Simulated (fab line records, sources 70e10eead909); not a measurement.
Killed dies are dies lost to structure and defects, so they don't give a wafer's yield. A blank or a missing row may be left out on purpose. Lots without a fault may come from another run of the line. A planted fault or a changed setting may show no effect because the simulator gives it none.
Chamber matching | flow nand_harc | NHARC_A_CHANNEL_FILL_D1_ETCHBACK_20 on rie_diel-09: 4 sister chambers
The step etches the open film in C4F8/O2/Ar, target depth 27 nm, time 13.5 s. 14 wafers are shown with their chamber, then 6 later ones without.

WAFERS WITH THEIR CHAMBER
wafer  | chamber | rf_vpp_V (V) | oes_product_au (a.u.)
L826.3 | 2       | 984          | 0.93
L826.4 | 1       | 988          | 0.93
L826.5 | 3       | 975          | 0.94
L828.4 | 0       | 978          | 0.93
L828.6 | 3       | 976          | 0.94
L832.1 | 2       | 984          | 0.99
L832.2 | 0       | 979          | 1.00
L832.5 | 2       | 984          | 0.98
L835.3 | 2       | 984          | 1.00
L835.4 | 0       | 978          | 1.01
L835.6 | 2       | 984          | 0.99
L837.1 | 0       | 977          | 0.92
L837.2 | 1       | 986          | 0.95
L837.3 | 3       | 978          | 0.94

SIGNATURES (means of the wafers above)
reading        | chamber 0 | chamber 1 | chamber 2 | chamber 3 | scatter within a chamber
rf_vpp_V       | 978.00    | 987.00    | 984.00    | 976.33    | 0.931
oes_product_au | 0.9650    | 0.9400    | 0.9780    | 0.9400    | 0.0313
Rule: a wafer's distance from a chamber is the root of the sum, over the readings, of the square of ((its reading less the chamber's mean) divided by the reading's scatter). The wafer belongs to the nearest chamber; if the next one is less than 2 further off, it can't be placed. The scatter: the root of (the sum of the squares of (reading less its chamber's mean) over the shown wafers, divided by (wafers less chambers)).

WAFERS WITHOUT THEIR CHAMBER
wafer  | rf_vpp_V (V) | oes_product_au (a.u.)
L838.1 | 986          | 1.00
L838.4 | 983          | 0.99
L838.5 | 985          | 1.00
L842.2 | 977          | 0.95
L842.4 | 977          | 0.92
L842.5 | 988          | 0.92

WHICH CHAMBER EACH WENT THROUGH
wafer  | from the rows above     | in truth
L838.1 | can't be placed: 1 or 2 | 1
L838.4 | 2                       | 2
L838.5 | can't be placed: 2 or 1 | 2
L842.2 | can't be placed: 3 or 0 | 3
L842.4 | can't be placed: 3 or 0 | 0
L842.5 | 1                       | 1
Placed correctly: 2 of 6. Can't be placed from these rows: 4 (the true chamber is among the candidates in 4). Placed wrongly: 0.
